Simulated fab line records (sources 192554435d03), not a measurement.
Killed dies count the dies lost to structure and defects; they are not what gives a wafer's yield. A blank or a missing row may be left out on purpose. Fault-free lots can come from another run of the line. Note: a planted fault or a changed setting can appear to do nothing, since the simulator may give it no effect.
Which tool was responsible? ; flow n5_finfet ; 72 wafers from 24 lots sampled at 5 of the route's 1938 steps

WHAT EACH GAUGE READ, for each wafer
N5_BEOL_M3_INSPECT_59: inspects for defects (darkfield). Usual: 76 for raw_defect_count, sd 23.
lot;measured;on;raw_defect_count;flag
L074;day 7 14:22;defect_inspect-01;90 122 101;
L077;day 7 18:11;defect_inspect-02;144 86 69;
L075;day 7 19:23;defect_inspect-01;45 74 77;
L076;day 7 22:32;defect_inspect-01;75 123 91;
L079;day 8 21:08;defect_inspect-02;81 94 58;
L080;day 8 23:58;defect_inspect-02;75 80 98;
L078;day 9 01:01;defect_inspect-01;51 51 102;
L081;day 9 01:42;defect_inspect-01;80 64 43;
L082;day 9 02:44;defect_inspect-01;50 74 46;
L083;day 9 10:38;defect_inspect-01;52 55 65;
L084;day 9 12:54;defect_inspect-02;68 52 92;
L085;day 10 06:29;defect_inspect-02;52 85 56;
L086;day 10 10:53;defect_inspect-02;82 73 57;
L087;day 10 21:13;defect_inspect-02;55 62 46;
L088;day 11 03:05;defect_inspect-02;75 77 62;
L090;day 11 06:41;defect_inspect-01;87 100 82;
L089;day 11 13:22;defect_inspect-02;72 73 57;
L091;day 11 15:29;defect_inspect-02;45 54 51;
L092;day 11 18:47;defect_inspect-02;77 61 103;
L093;day 12 05:16;defect_inspect-02;72 105 94;
L094;day 12 11:23;defect_inspect-02;51 59 65;
L095;day 12 17:49;defect_inspect-01;116 92 78;
L096;day 13 00:36;defect_inspect-02;65 60 67;
L097;day 13 06:08;defect_inspect-02;100 92 80;

N5_BEOL_M4_OVL_MEAS_12. Usual: M4_OVL typically reads -0.4 nm, with standard deviation 0.73.
lot;measured;on;M4_OVL (nm);flag
L074;day 7 17:02;overlay-01;-0.2 -0.5 -0.8;
L077;day 7 19:16;overlay-02;-0.3 -0.3 -0.4;
L075;day 7 20:38;overlay-01;-1.0 -1.5 0.0;
L076;day 8 00:03;overlay-02;-0.1 -0.1 0.7;
L079;day 8 22:24;overlay-01;-0.2 0.1 0.8;
L080;day 9 01:14;overlay-01;-0.8 0.6 -0.4;
L078;day 9 01:38;overlay-01;0.3 -0.5 -0.1;
L081;day 9 03:49;overlay-02;-1.3 -0.6 0.2;
L082;day 9 04:14;overlay-02;0.5 -0.3 -0.3;
L083;day 9 11:31;overlay-01;0.5 -0.5 -0.7;
L084;day 9 14:05;overlay-01;0.3 0.0 1.5;
L085;day 10 09:15;overlay-02;-1.2 -1.7 -0.1;
L086;day 10 13:38;overlay-01;-1.1 -0.2 -0.3;
L087;day 10 21:50;overlay-01;0.1 0.4 -0.2;
L088;day 11 04:04;overlay-01;-0.2 0.1 -1.0;
L090;day 11 08:23;overlay-02;-1.0 -2.0 -1.0;
L089;day 11 14:58;overlay-02;-0.3 -0.9 -0.3;
L091;day 11 19:04;overlay-01;-0.4 -1.1 0.2;
L092;day 11 19:40;overlay-01;1.5 0.6 -0.7;
L093;day 12 08:08;overlay-01;0.4 -0.5 0.6;
L094;day 12 13:53;overlay-02;-0.4 -0.5 0.4;
L095;day 12 19:06;overlay-01;-1.6 -1.1 -1.3;
L096;day 13 02:56;overlay-01;-0.5 -0.9 -0.8;
L097;day 13 08:56;overlay-01;-1.0 0.5 -1.2;

N5_BEOL_M4_CD_MEAS_18: pitch 36 nm, target cd 18 nm. Usual: 18.05 nm for cd_nm, sd 0.27.
lot;measured;on;cd_nm (nm);flag
L074;day 7 17:34;cd_sem-03;17.65 18.14 17.99;
L077;day 7 19:55;cd_sem-01;18.42 17.88 18.01;
L075;day 7 21:13;cd_sem-01;18.90 18.35 18.44;
L076;day 8 00:53;cd_sem-02;17.97 17.67 17.77;
L079;day 8 23:40;cd_sem-02;17.48 17.74 17.69;
L080;day 9 03:14;cd_sem-01;18.28 17.69 18.16;
L078;day 9 03:45;cd_sem-03;17.73 17.49 17.55;
L081;day 9 05:35;cd_sem-03;18.19 18.19 18.10;
L082;day 9 07:05;cd_sem-01;17.79 18.06 17.84;
L083;day 9 12:31;cd_sem-01;18.22 18.11 18.39;
L084;day 9 14:41;cd_sem-03;18.08 17.74 17.91;
L085;day 10 10:16;cd_sem-03;18.18 18.41 18.43;
L086;day 10 14:39;cd_sem-03;17.87 17.87 18.42;
L087;day 10 22:36;cd_sem-02;17.97 18.21 17.70;
L088;day 11 04:35;cd_sem-02;18.15 18.21 18.28;
L090;day 11 08:56;cd_sem-02;18.01 18.18 18.31;
L089;day 11 16:21;cd_sem-01;18.12 18.18 18.03;
L091;day 11 19:35;cd_sem-02;17.79 17.98 18.07;
L092;day 11 20:13;cd_sem-03;18.26 18.36 17.82;
L093;day 12 08:50;cd_sem-02;18.19 18.15 18.43;
L094;day 12 14:29;cd_sem-01;18.19 18.23 18.12;
L095;day 12 19:38;cd_sem-01;18.51 17.92 17.97;
L096;day 13 03:33;cd_sem-02;17.79 17.75 18.24;
L097;day 13 09:34;cd_sem-02;18.02 18.35 18.41;

N5_BEOL_M4_RS_MEAS_58: a four-point-probe measurement. Usual: M4_RS typically reads 0.663 ohm/sq, with standard deviation 0.027.
lot;measured;on;M4_RS (ohm/sq);flag
L074;day 8 00:03;film_metro-02;0.657 0.644 0.636;
L077;day 8 05:02;film_metro-02;0.637 0.632 0.624;
L075;day 8 05:11;film_metro-01;0.651 0.727 0.727;
L076;day 8 09:58;film_metro-01;0.667 0.651 0.735;
L079;day 9 07:35;film_metro-02;0.643 0.671 0.623;
L080;day 9 09:29;film_metro-01;0.651 0.655 0.656;
L078;day 9 11:11;film_metro-01;0.628 0.702 0.676;
L081;day 9 13:42;film_metro-01;0.685 0.703 0.671;
L082;day 9 14:23;film_metro-01;0.659 0.650 0.658;
L083;day 9 19:13;film_metro-01;0.629 0.677 0.691;
L084;day 9 22:46;film_metro-02;0.629 0.651 0.634;
L085;day 10 17:50;film_metro-02;0.634 0.665 0.646;
L086;day 10 21:05;film_metro-02;0.634 0.701 0.673;
L087;day 11 07:08;film_metro-01;0.634 0.659 0.748;
L088;day 11 11:45;film_metro-01;0.645 0.667 0.654;
L090;day 11 15:34;film_metro-01;0.643 0.616 0.655;
L089;day 11 23:20;film_metro-01;0.652 0.663 0.696;
L091;day 12 04:17;film_metro-01;0.679 0.662 0.667;
L092;day 12 07:03;film_metro-02;0.626 0.627 0.629;
L093;day 12 17:04;film_metro-01;0.651 0.628 0.656;
L094;day 12 22:26;film_metro-01;0.616 0.620 0.657;
L095;day 13 01:07;film_metro-01;0.663 0.700 0.724;
L096;day 13 13:37;film_metro-02;0.681 0.697 0.670;
L097;day 13 18:31;film_metro-01;0.684 0.669 0.656;

WHICH TOOL RAN EACH LOT (tool, then ch and the chambers of the sampled wafers, then the start)
lot;N5_BEOL_M3_SPUTTER_92
L074;pvd_sputter-01, day 7 12:50
L077;pvd_sputter-01, day 7 16:07
L075;pvd_sputter-02, day 7 17:41
L076;pvd_sputter-02, day 7 20:58
L079;pvd_sputter-01, day 8 19:05
L080;pvd_sputter-01, day 8 22:20
L078;pvd_sputter-03, day 8 23:31
L081;pvd_sputter-01, day 9 00:11
L082;pvd_sputter-02, day 9 01:08
L083;pvd_sputter-03, day 9 09:01
L084;pvd_sputter-01, day 9 11:23
L085;pvd_sputter-02, day 10 04:53
L086;pvd_sputter-01, day 10 09:18
L087;pvd_sputter-02, day 10 19:41
L088;pvd_sputter-02, day 11 01:28
L090;pvd_sputter-01, day 11 05:09
L089;pvd_sputter-01, day 11 11:51
L091;pvd_sputter-02, day 11 13:58
L092;pvd_sputter-02, day 11 17:16
L093;pvd_sputter-02, day 12 03:43
L094;pvd_sputter-03, day 12 09:50
L095;pvd_sputter-02, day 12 16:18
L096;pvd_sputter-03, day 12 23:04
L097;pvd_sputter-03, day 13 04:35
- N5_BEOL_M3_SPUTTER_92: material Cu, target thk 4.5 nm, time 8.29 s.

WHAT THE TOOLS THEMSELVES READ (means of the sampled wafers that have a number; where no wafer has one, the mark that the record gives instead)
N5_BEOL_M3_SPUTTER_92. Usual: 29.6 % for throttle_valve_pct, sd 1.2.
lot;tool;throttle_valve_pct (%);flag
L074;pvd_sputter-01;30.2;
L077;pvd_sputter-01;29.6;
L075;pvd_sputter-02;29.6;
L076;pvd_sputter-02;29.5;
L079;pvd_sputter-01;30.2;
L080;pvd_sputter-01;29.4;
L078;pvd_sputter-03;30.7;
L081;pvd_sputter-01;29.7;
L082;pvd_sputter-02;29.5;
L083;pvd_sputter-03;30.4;
L084;pvd_sputter-01;29.1;
L085;pvd_sputter-02;29.2;
L086;pvd_sputter-01;30.0;
L087;pvd_sputter-02;29.4;
L088;pvd_sputter-02;29.1;
L090;pvd_sputter-01;29.7;
L089;pvd_sputter-01;29.8;
L091;pvd_sputter-02;28.9;
L092;pvd_sputter-02;29.7;
L093;pvd_sputter-02;29.6;
L094;pvd_sputter-03;31.2;
L095;pvd_sputter-02;29.1;
L096;pvd_sputter-03;31.3;
L097;pvd_sputter-03;30.0;

THE ANSWER, worked out from the rows above alone
Rule: take the mean of a lot's wafers that have a number; if it is more than 3 standard deviations from the usual mean, the lot is off. A lot without any number at a reading at which 4 lots or more have one is off too. Any other lot the step has rows for is counted as sound. Order of review: gauges by route order, followed by the tools' own readings, for which a lot's mean as printed above is used. The first step at which some lot is off is used, and at that step the reading that is off furthest; a lot without a number counts as furthest.
No lot is off on any of the readings shown, so nothing can be concluded from this.

WHAT THE SIMULATOR HAD PUT IN
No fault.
